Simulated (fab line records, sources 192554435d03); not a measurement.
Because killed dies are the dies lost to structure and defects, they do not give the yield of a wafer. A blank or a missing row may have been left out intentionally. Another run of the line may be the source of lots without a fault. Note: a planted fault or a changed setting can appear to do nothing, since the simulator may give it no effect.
Chamber matching || flow n5Finfet || N5_MOL_CONTACT_COAG_ETCH_48 on rieDiel-05: 4 sister chambers
The step etches SiOC in C4F6/O2, target depth 15 nm, overetch 4.5 nm, time 17 s. 4 wafers are shown with their chamber, then 11 later ones without.

WAFERS WITH THEIR CHAMBER
{"wafer": "L089.4", "chamber": 0, "throttleValvePct (%)": 39.8}
{"wafer": "L091.3", "chamber": 1, "throttleValvePct (%)": 41.8}
{"wafer": "L091.6", "chamber": 3, "throttleValvePct (%)": 39.3}
{"wafer": "L092.1", "chamber": 2, "throttleValvePct (%)": 40.1}

WAFERS WHOSE CHAMBER IS MISSING
{"wafer": "L092.4", "throttleValvePct (%)": 39.8}
{"wafer": "L092.6", "throttleValvePct (%)": 40.2}
{"wafer": "L094.1", "throttleValvePct (%)": 40.2}
{"wafer": "L094.2", "throttleValvePct (%)": 41.7}
{"wafer": "L094.5", "throttleValvePct (%)": 39.8}
{"wafer": "L093.3", "throttleValvePct (%)": 40.1}
{"wafer": "L093.4", "throttleValvePct (%)": 39.3}
{"wafer": "L093.5", "throttleValvePct (%)": 39.8}
{"wafer": "L095.1", "throttleValvePct (%)": 39.2}
{"wafer": "L095.2", "throttleValvePct (%)": 39.8}
{"wafer": "L095.5", "throttleValvePct (%)": 39.8}

CHAMBER TAKEN BY EACH
{"wafer": "L092.4", "from the rows above": 0, "in truth": 0}
{"wafer": "L092.6", "from the rows above": 2, "in truth": 2}
{"wafer": "L094.1", "from the rows above": 2, "in truth": 2}
{"wafer": "L094.2", "from the rows above": 1, "in truth": 1}
{"wafer": "L094.5", "from the rows above": 0, "in truth": 0}
{"wafer": "L093.3", "from the rows above": 2, "in truth": 2}
{"wafer": "L093.4", "from the rows above": 3, "in truth": 3}
{"wafer": "L093.5", "from the rows above": 0, "in truth": 0}
{"wafer": "L095.1", "from the rows above": 3, "in truth": 3}
{"wafer": "L095.2", "from the rows above": 0, "in truth": 0}
{"wafer": "L095.5", "from the rows above": 0, "in truth": 0}
Placed correctly: 11 of 11. Can't be placed from these rows: 0. Wrongly placed: 0.
How it was worked out, from the rows above alone: a wafer's distance from a chamber is the root of the sum, over the readings, of the square of ((its reading less the chamber's mean) divided by the reading's scatter). If the next closest chamber is less than 2 further off than the closest, the wafer can't be placed; otherwise it belongs to the closest. The mean given for a chamber averages the wafers shown for that chamber. The scatter: root of mean squared gap, hidden wafer to nearest shown wafer, with one shown wafer a chamber.
